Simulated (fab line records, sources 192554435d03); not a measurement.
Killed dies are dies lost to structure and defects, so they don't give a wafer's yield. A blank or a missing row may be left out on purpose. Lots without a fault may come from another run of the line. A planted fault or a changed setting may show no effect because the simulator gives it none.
fab line records | flow n5_finfet
record lots=7 wafers=18 last_day=17
route steps=1938 shown FIN_SAQP@104 BEOL_M4@1111 PASSIVATION@1936
lots that met no fault: from a run of the same line without faults
start_h: hours from the record's first day to the start of the lot's first wafer shown | wait_h: hours since the lot's step before | " the same as in the row above | L1.1+2: a row that stands for several wafers | - no value, or no start given | * or withheld: withheld | < > ~ a bound
route shown NAME@n: a module of which the file shows steps, and the number in the route of the first | usual: mean/standard deviation of fault-free wafers | same: alike in all rows | chamber/n: place in a boat | sites: the reading at each site | _std_site: their standard deviation | _edge_site: outer sites' mean less inner sites' | radius_mm: how far each site lies from the wafer's centre | mask NAME#n: copy n | behind: the tool/chamber that last shaped the wafer | hold: why the lot was held/for how many hours/how that ended | device: the transistor (n, p or np) that didn't switch | end of line: the same wafers' tests at the end of the route | a step without rows: its recipe alone | killed: dies lost to structure and defects at the first sort, not the wafer's yield | map: a wafer's dies, x killed, . not, _ none there
set.NAME: the setting as run; set.NAME@STEP: as run at that earlier step | model.NAME: the simulator's own value behind a step, which no gauge read
lots at some steps of the route; a table a step, a row a wafer
services: from which hour (start_h, from the record's first day; less than 0 if before it) a tool's chamber was out of use, for how many hours, and why
## steps
# step N5_FIN_SAQP_COAT_50
# recipe resist=SiARC temp_c=220 time_s=60 spin_rpm=1500 resist_thk_nm=35
# step N5_FIN_SAQP_COAT_10
# recipe resist=CAR-ArF spin_rpm=1500 resist_thk_nm=90
# step N5_FIN_SAQP_EBR_12
# recipe solvent=PGMEA ebr_width_mm=1.5
# step N5_FIN_SAQP_SOFTBAKE_11
# recipe temp_c=110 time_s=60 resist=CAR-ArF
# step N5_FIN_SAQP_EXPOSE_13
# recipe mask_id=FIN_CORE na=1.35 source_shape=dipole sigma_inner=0.538 sigma_outer=0.738 polarization=te target_cd_nm=35.6 dose_mj=63.25
# step N5_FIN_SAQP_PEB_14
# recipe peb_temp_c=withheld peb_time_s=60 resist=CAR-ArF
# step N5_FIN_SAQP_DEVELOP_15
# recipe develop_time_s=30 developer=TMAH resist=CAR-ArF dev_temp_c=23 rinse_liquid=diw dry=air_spin
# step N5_FIN_SAQP_CD_MEAS_16
# recipe target_cd_nm=35.6 landing_energy_ev=500 detector=se_inlens
# usual cd_nm=35.4/0.37
# columns lot.wafer tool chamber start_h wait_h cd_nm
L889.2 cd_sem-02 0 28.31 - 36.4
L889.3 " 0 " " 35.5
L889.5 " 0 " " 35.4
L895.3 cd_sem-01 0 64.08 - 35.2
L895.6 " 0 " " 35.1
L897.1 cd_sem-03 0 75.77 - 35.1
L897.2 " 0 " " 35.2
L897.5 " 0 " " 34.4
L898.1 cd_sem-03 0 81.38 - 35.1
L898.6 " 0 " " 35.2
L899.1 cd_sem-02 0 87.64 - 35.5
L899.6 " 0 " " 36.0
L907.2 cd_sem-03 0 135.08 - 35.6
L907.4 " 0 " " 35.4
L907.6 " 0 " " 35.7
L909.1 cd_sem-03 0 147.96 - 35.7
L909.2 " 0 " " 35.3
L909.5 " 0 " " 34.9
# step N5_FIN_SAQP_OVL_MEAS_17
# recipe points_per_wafer=44
# usual FIN_CORE_OVL=0.4/0.85
# same points_per_wafer=44
# columns lot.wafer tool chamber start_h wait_h FIN_CORE_OVL[nm]
L889.2 overlay-02 0 28.34 0.0 -0.2
L889.3 " 0 " " 1.6
L889.5 " 0 " " 0.8
L895.3 overlay-01 0 64.12 0.0 2.9
L895.6 " 0 " " 1.6
L897.1 overlay-02 0 75.81 0.0 -0.4
L897.2 " 0 " " 0.5
L897.5 " 0 " " -0.1
L898.1 overlay-02 0 81.42 0.0 -0.2
L898.6 " 0 " " -0.5
L899.1 overlay-01 0 87.68 0.0 0.6
L899.6 " 0 " " -0.6
L907.2 overlay-01 0 135.11 0.0 1.7
L907.4 " 0 " " 1.8
L907.6 " 0 " " 2.0
L909.1 overlay-02 0 148.00 0.0 -0.3
L909.2 " 0 " " -0.1
L909.5 " 0 " " -1.0
# step N5_FIN_SAQP_INSPECT_18
# recipe mode=adi inspect_instrument=brightfield
# usual raw_defect_count=468/130
# columns lot.wafer tool chamber start_h wait_h raw_defect_count
L889.2 defect_inspect-01 - 28.37 0.0 745
L889.3 " - " " 615
L889.5 " - " " 938
L895.3 defect_inspect-02 - 64.14 0.0 506
L895.6 " - " " 502
L897.1 defect_inspect-02 - 75.84 0.0 544
L897.2 " - " " 487
L897.5 " - " " 362
L898.1 defect_inspect-02 - 81.45 0.0 333
L898.6 " - " " 449
L899.1 defect_inspect-01 - 87.71 0.0 521
L899.6 " - " " 463
L907.2 defect_inspect-01 - 135.14 0.0 429
L907.4 " - " " 425
L907.6 " - " " 388
L909.1 defect_inspect-02 - 148.02 0.0 290
L909.2 " - " " 386
L909.5 " - " " 429
# step N5_FIN_SAQP_DESCUM_21
# recipe chemistry=O2 time_s=7.9 source_power_w=50 bias_power_w=20 pressure_mtorr=20 rf_frequency_hz=2.712e+07 temp_c=40 resist=CAR-ArF o2_flow_sccm=225
# usual drypump_motor_current_A=6.0/0.35 oes_product_au=0.78/0.068 rf_vpp_V=243.1/1.3 showerhead_plenum_p_Torr=2.08/0.061 throttle_valve_pct=20.36/0.22
# columns lot.wafer tool chamber start_h wait_h drypump_motor_current_A oes_product_au rf_hours_counter_h rf_vpp_V showerhead_plenum_p_Torr throttle_valve_pct
L889.2 rie_diel-03 2 28.40 0.0 5.7 0.83 81 242.6 2.10 20.10
L889.3 " 3 " " 5.9 0.76 126 240.3 2.01 20.53
L889.5 " 0 " " 6.1 0.81 - 242.8 2.02 20.22
L895.3 rie_diel-03 0 64.40 0.3 6.0 0.80 85 243.5 2.02 20.24
L895.6 " 1 " " 6.6 0.76 - 243.7 2.08 20.63
L897.1 rie_diel-02 0 75.87 0.0 6.3 0.90 40 241.9 2.03 20.20
L897.2 " 3 " " 5.5 0.69 230 243.3 2.14 20.70
L897.5 " 0 " " 6.3 0.89 - 242.5 2.03 20.21
L898.1 rie_diel-03 0 81.75 0.3 6.0 0.79 91 243.0 2.02 20.25
L898.6 " 2 " " 5.7 0.82 - 242.8 2.10 20.11
L899.1 rie_diel-03 3 87.80 0.1 5.9 0.75 150 241.2 2.00 20.57
L899.6 " 3 " " 5.9 0.74 - 241.0 2.00 20.57
L907.2 rie_diel-02 2 135.18 0.0 5.9 0.76 152 244.6 2.19 20.42
L907.4 " 2 " " 5.9 0.76 - 243.3 2.19 20.43
L907.6 " 0 " " 6.3 0.88 - 243.1 2.02 20.25
L909.1 rie_diel-02 0 148.06 0.0 6.3 0.86 67 242.1 2.02 20.26
L909.2 " 1 " " 6.0 0.69 201 242.0 2.06 20.12
L909.5 " 0 " " 6.3 0.86 - 241.2 2.02 20.25
# step N5_FIN_SAQP_ETCH_51
# recipe chemistry=CF4 target=SiARC target_depth_a=455 mask_material=CAR-ArF time_s=75.8 ion_energy_ev=80 pressure_mtorr=40 source_w=545 bias_w=36 Ar_flow_sccm=100 cf4_flow_sccm=100 ends=cleared
# usual drypump_motor_current_A=6.0/0.35 etch_rf_on_time_s=76.4/1.8 oes_product_au=0.66/0.06 rf_vpp_V=184.0/1.1 showerhead_plenum_p_Torr=2.13/0.056 throttle_valve_pct=15.58/0.2
# columns lot.wafer tool chamber start_h wait_h drypump_motor_current_A etch_rf_on_time_s oes_product_au rf_hours_counter_h rf_vpp_V showerhead_plenum_p_Torr throttle_valve_pct
L889.2 rie_diel-03 2 28.44 0.0 5.7 72.5 0.72 82 185.5 2.16 15.38
L889.3 " 3 " " 5.9 76.3 0.65 126 183.0 2.06 15.72
L889.5 " 0 " " 6.1 77.6 0.69 - 182.8 2.07 15.42
L895.3 rie_diel-03 0 64.43 0.0 6.0 77.9 0.67 85 182.9 2.07 15.45
L895.6 " 1 " " 6.6 76.9 0.63 - 184.0 2.13 15.78
L897.1 rie_diel-02 0 75.91 0.0 6.3 74.7 0.78 40 184.2 2.09 15.43
L897.2 " 3 " " 5.5 78.1 0.57 230 185.4 2.20 15.98
L897.5 " 0 " " 6.3 74.2 0.77 - 185.0 2.09 15.43
L898.1 rie_diel-03 0 81.79 0.0 6.0 77.8 0.66 91 182.6 2.07 15.45
L898.6 " 2 " " 5.7 72.6 0.71 - 185.5 2.16 15.41
L899.1 rie_diel-03 3 87.84 0.0 5.9 76.8 0.63 150 184.4 2.05 15.76
L899.6 " 3 " " 5.9 77.7 0.63 - 182.7 2.05 15.78
L907.2 rie_diel-02 2 135.22 0.0 5.9 79.2 0.63 152 185.1 2.21 15.46
L907.4 " 2 " " 5.9 78.8 0.62 - 185.3 2.21 15.47
L907.6 " 0 " " 6.3 75.7 0.74 - 183.6 2.08 15.47
L909.1 rie_diel-02 0 148.09 0.0 6.3 74.9 0.73 67 184.2 2.08 15.49
L909.2 " 1 " " 6.1 75.6 0.60 201 184.0 2.14 15.58
L909.5 " 0 " " 6.3 75.3 0.74 - 181.7 2.08 15.49
# step N5_FIN_SAQP_ETCH_52
# recipe chemistry=N2/H2 target=SOC target_depth_a=1000 overetch_a=200 mask_material=SiARC temp_c=40 time_s=150 ion_energy_ev=200 pressure_mtorr=30 source_w=840 bias_w=150 n2_flow_sccm=200 h2_flow_sccm=200 ends=end_point
# usual drypump_motor_current_A=6.0/0.36 oes_product_au=0.69/0.057 rf_vpp_V=523.6/2.2 showerhead_plenum_p_Torr=2.53/0.075 throttle_valve_pct=17.81/0.2
# columns lot.wafer tool chamber start_h wait_h drypump_motor_current_A oes_product_au rf_hours_counter_h rf_vpp_V showerhead_plenum_p_Torr throttle_valve_pct model.SiARC_of_FIN_SAQP_COAT_50.thk_nm
L889.2 rie_diel-03 2 28.49 0.0 5.7 0.73 82 525.2 2.58 17.69 28.81
L889.3 " 3 " " 5.9 0.68 126 521.2 2.43 17.94 28.82
L889.5 " 0 " " 6.0 0.72 - 521.6 2.47 17.62 29.15
L895.3 rie_diel-03 0 64.49 0.0 6.0 0.71 85 521.4 2.46 17.63 25.77
L895.6 " 1 " " 6.6 0.68 - 523.1 2.52 17.96 25.97
L897.1 rie_diel-02 0 75.96 0.0 6.4 0.81 40 522.1 2.47 17.65 29.03
L897.2 " 3 " " 5.5 0.61 230 526.2 2.62 18.19 29.08
L897.5 " 0 " " 6.4 0.80 - 520.9 2.47 17.64 28.9
L898.1 rie_diel-03 0 81.84 0.0 6.0 0.70 91 520.9 2.46 17.66 29.37
L898.6 " 2 " " 5.7 0.73 - 525.4 2.58 17.69 25.57
L899.1 rie_diel-03 3 87.89 0.0 5.9 0.67 150 521.2 2.42 17.97 29.07
L899.6 " 3 " " 5.9 0.67 - 521.6 2.42 17.96 25.72
L907.2 rie_diel-02 2 135.27 0.0 5.9 0.68 152 526.3 2.64 17.83 29.15
L907.4 " 2 " " 5.9 0.68 - 526.5 2.65 17.81 29.19
L907.6 " 0 " " 6.4 0.77 - 520.2 2.46 17.69 28.8
L909.1 rie_diel-02 0 148.15 0.0 6.4 0.77 67 521.5 2.46 17.71 28.8
L909.2 " 1 " " 6.1 0.63 201 523.6 2.52 17.68 28.98
L909.5 " 0 " " 6.4 0.77 - 522.0 2.46 17.71 28.97
# step N5_FIN_SAQP_STRIP_53
# recipe chemistry=N2/H2 temp_c=40 n2_flow_sccm=200 h2_flow_sccm=200 rf_frequency_hz=6e+07
# step N5_FIN_SAQP_HM_OPEN_73
# recipe chemistry=CHF3/O2 target=SiO2 stop_on=a-Si target_depth_a=120 over_etch_frac=1.8 mask_material=SOC time_s=16.8 pressure_mtorr=30 source_w=650 bias_w=170 Ar_flow_sccm=200 CHF3_flow_sccm=50 O2_flow_sccm=5 ion_energy_ev=200 ends=end_point
# usual drypump_motor_current_A=6.0/0.36 oes_product_au=0.46/0.038 rf_vpp_V=525/9.5 showerhead_plenum_p_Torr=2.40/0.067 throttle_valve_pct=18.81/0.2
# columns lot.wafer tool chamber start_h wait_h drypump_motor_current_A oes_product_au rf_hours_counter_h rf_vpp_V showerhead_plenum_p_Torr throttle_valve_pct model.SiARC_of_FIN_SAQP_COAT_50.thk_nm
L889.2 rie_diel-03 2 28.60 0.0 5.7 0.48 82 510 2.45 18.67 4.746
L889.3 " 3 " " 5.9 0.46 126 536 2.32 18.97 5.187
L889.5 " 0 " " 6.0 0.48 - 531 2.33 18.61 5.522
L895.3 rie_diel-03 0 64.60 0.0 6.0 0.47 85 530 2.33 18.64 2.113
L895.6 " 1 " " 6.6 0.44 - 514 2.39 18.93 2.302
L897.1 rie_diel-02 0 76.07 0.0 6.3 0.53 40 522 2.36 18.68 5.095
L897.2 " 3 " " 5.5 0.41 230 537 2.49 19.28 5.458
L897.5 " 0 " " 6.3 0.54 - 523 2.36 18.68 4.8
L898.1 rie_diel-03 0 81.95 0.0 6.0 0.46 91 529 2.32 18.66 5.726
L898.6 " 2 " " 5.7 0.48 - 511 2.44 18.68 1.216
L899.1 rie_diel-03 3 88.00 0.0 5.9 0.44 150 534 2.31 18.99 5.15
L899.6 " 3 " " 5.9 0.45 - 534 2.31 19.02 1.764
L907.2 rie_diel-02 2 135.38 0.0 5.9 0.46 152 523 2.50 18.72 6.065
L907.4 " 2 " " 5.9 0.46 - 524 2.50 18.74 5.966
L907.6 " 0 " " 6.4 0.52 - 522 2.35 18.73 4.611
L909.1 rie_diel-02 0 148.26 0.0 6.3 0.52 67 523 2.34 18.74 4.931
L909.2 " 1 " " 6.1 0.42 201 524 2.40 18.73 5.372
L909.5 " 0 " " 6.4 0.52 - 522 2.34 18.72 5.063
# step N5_FIN_SAQP_STRIP_74
# recipe chemistry=CHF3/O2 resist=SiARC rf_frequency_hz=6e+07
# step N5_BEOL_M4_RC_MEAS_101
# usual DIBL_N=37.2/1.9 DIBL_P=37.3/2.2 IOFF_N=0.18/0.038 IOFF_P=0.22/0.039 ION_N=678/11 ION_P=462/6.9 SS_N=71.8/0.68 SS_P=73.5/0.65 VT_N=249/3.4 VT_P=-250/3.2
# columns lot.wafer tool chamber start_h wait_h DIBL_N[mV/V] DIBL_P[mV/V] IOFF_N[nA/um] IOFF_P[nA/um] ION_N[uA/um] ION_P[uA/um] SS_N[mV/dec] SS_P[mV/dec] VT_N[mV] VT_P[mV]
L889.2 prober-02 0 179.46 0.2 35.8 36.6 0.16 0.17 678 458 71.4 73.2 252 -253
L889.3 " 0 " " 38.1 40.2 0.20 0.23 676 460 72.0 74.2 247 -248
L889.5 " 0 " " 37.9 37.7 0.19 0.20 681 451 72.6 74.3 250 -252
L895.3 prober-02 0 217.91 0.3 34.8 34.9 0.12 0.17 660 456 71.4 72.5 253 -253
L895.6 " 0 " " 39.1 39.7 0.20 0.24 687 462 71.9 73.1 246 -250
L897.1 prober-01 0 223.96 0.0 37.1 35.9 0.13 0.20 659 459 71.5 73.1 255 -252
L897.2 " 0 " " 36.6 36.2 0.14 0.21 671 468 71.2 72.7 253 -248
L897.5 " 0 " " 38.7 38.8 0.18 0.25 682 464 71.9 73.2 246 -250
L898.1 prober-02 0 224.08 0.0 40.4 41.8 0.26 0.28 710 473 72.5 74.0 243 -248
L898.6 " 0 " " 38.5 38.5 0.21 0.23 683 459 72.9 73.2 246 -251
L899.1 prober-01 0 245.71 0.0 34.1 33.3 0.12 0.18 660 457 70.6 72.4 251 -250
L899.6 " 0 " " 36.4 37.2 0.16 0.24 672 466 71.1 73.5 251 -246
L907.2 prober-01 0 292.00 0.2 38.9 37.9 0.20 0.25 681 466 72.5 74.5 244 -248
L907.4 " 0 " " 36.6 35.6 0.17 0.23 688 471 71.8 73.7 245 -247
L907.6 " 0 " " 41.0 39.5 0.25 0.30 685 468 73.0 74.8 242 -246
L909.1 prober-02 0 300.34 0.0 37.6 39.4 0.22 0.26 691 464 72.3 73.6 246 -247
L909.2 " 0 " " 39.5 41.4 0.26 0.29 708 476 73.3 73.5 245 -245
L909.5 " 0 " " 38.3 39.7 0.21 0.24 685 461 73.1 73.8 247 -247
# step N5_PASSIVATION_PROBE_49
# usual defect_limited_yield=91.2/1.6 killed_at_M0_to_M3=31/10 killed_at_M4_up=14/4.4 killed_at_contacts=13/6 killed_at_front_end=43/13 killed_at_other=3.5/2.6 killed_dies=104/18 killed_open=68/14 killed_short=34/8.1 sort_bin_4_leakage=0.01/0.073 sort_bin_5_function=5.1/1.1 sort_bin_6_memory=3.3/0.68 sort_n_pass=1076/18 sort_yield_pct=91.2/1.6
# same gross_dies=1180 killed_at_back_side=0 sort_bin_8_speed[%]=0
# columns lot.wafer tool chamber start_h wait_h defect_limited_yield[%] killed_at_M0_to_M3 killed_at_M4_up killed_at_contacts killed_at_front_end killed_at_other killed_dies killed_open killed_short sort_bin_4_leakage[%] sort_bin_5_function[%] sort_bin_6_memory[%] sort_n_pass sort_yield_pct[%]
L895.3 prober-02 - 327.73 0.1 89.1 42 9 15 60 3 129 81 37 0 6.1 3.7 1051 89.1
L895.6 prober-02 - 327.88 0.3 91.5 37 18 6 29 10 100 67 33 0 4.6 3.5 1080 91.5
L898.1 prober-02 - 330.83 0.0 92.9 27 10 2 41 4 84 52 31 0.08 4.2 2.7 1095 92.8
L898.6 prober-02 - 331.08 0.3 90.7 18 19 8 57 8 110 66 43 0 6.0 3.2 1070 90.7
L899.1 prober-01 - 344.92 0.0 88.9 49 19 12 42 9 131 83 44 0 6.8 3.7 1049 88.9
L899.6 prober-01 - 345.17 0.3 89.5 35 21 20 47 1 124 83 40 0 4.8 5.3 1056 89.5
# killed by level:class
L895.3 FIN_SAQP:geometric_particle:short=15 MOL_CONTACT_COAG:geometric_particle:open=13 STI_FIN_REVEAL:geometric_particle:open=12 HKMG_FIN:area_etch=9 BEOL_M0:geometric_particle:open=8 BEOL_M0_SAQP:geometric_particle:short=7 BEOL_M4:geometric_particle:open=7 FIN_SAQP:geometric_particle:open=6
L895.6 BEOL_M0_SAQP:geometric_particle:open=12 FIN_SAQP:geometric_particle:open=11 BEOL_M4:geometric_particle:open=11 BEOL_M1:geometric_particle:open=9 FIN_SAQP:geometric_particle:short=7 BEOL_M0_SAQP:geometric_particle:short=7 MOL_CONTACT_COAG:geometric_particle:open=5 GATE_CUT:geometric_particle:short=3
L898.1 FIN_SAQP:geometric_particle:short=12 FIN_SAQP:geometric_particle:open=9 BEOL_M3:geometric_particle:open=8 BEOL_M0_SAQP:geometric_particle:open=6 DUMMY_GATE:geometric_particle:open=4 GATE_CUT:geometric_particle:open=4 BEOL_M0_SAQP:geometric_particle:short=4 STI_FIN_REVEAL:geometric_particle:open=3
L898.6 FIN_SAQP:geometric_particle:short=14 FIN_SAQP:geometric_particle:open=10 STI_FIN_REVEAL:geometric_particle:open=8 MOL_CONTACT_COAG:geometric_particle:open=8 BEOL_M4:geometric_particle:open=8 GATE_CUT:geometric_particle:short=7 BEOL_M0_SAQP:geometric_particle:short=7 BEOL_M5:geometric_particle:open=5
L899.1 FIN_SAQP:geometric_particle:short=13 BEOL_M1:geometric_particle:open=12 MOL_CONTACT_COAG:geometric_particle:open=11 BEOL_M4:geometric_particle:open=11 BEOL_M0_SAQP:geometric_particle:open=9 FIN_SAQP:geometric_particle:open=7 BEOL_M0_SAQP:geometric_particle:short=7 BEOL_M2:geometric_particle:open=6
L899.6 MOL_CONTACT_COAG:geometric_particle:open=15 STI_FIN_REVEAL:geometric_particle:open=10 FIN_SAQP:geometric_particle:open=9 FIN_SAQP:geometric_particle:short=8 GATE_CUT:geometric_particle:short=8 BEOL_M1:geometric_particle:open=8 BEOL_M3:geometric_particle:open=7 BEOL_M4:geometric_particle:open=6
## services
# columns tool chamber start_h hours kind
rie_diel-02 2 13.02 8.6 repair
rie_diel-03 0 38.77 15.3 repair
rie_diel-02 3 130.61 - clean
rie_diel-02 3 130.61 - consumable_replace:focus_ring
rie_diel-02 3 130.61 21.8 scheduled_down
rie_diel-02 3 130.61 21.8 vent_cycle
## key
first_sign none at tools or gauges
model_effect step=N5_FIN_SAQP_ETCH_52 value=SiARC_of_FIN_SAQP_COAT_50.thk_nm without=29.06 struck=25.76
model_effect step=N5_FIN_SAQP_HM_OPEN_73 value=SiARC_of_FIN_SAQP_COAT_50.thk_nm without=5.154 struck=1.849
met_at N5_FIN_SAQP_ETCH_52
struck_wafers L895.3,L895.6,L898.6,L899.6
onset_between 28.49 64.49
fault kind=process_parameter_drift tool=rie_diel-03 chamber=- onset_h=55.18 steps=N5_FIN_SAQP_ETCH_52 channel=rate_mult offset=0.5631 shape=step end_h=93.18 scope=struck_wafers_only
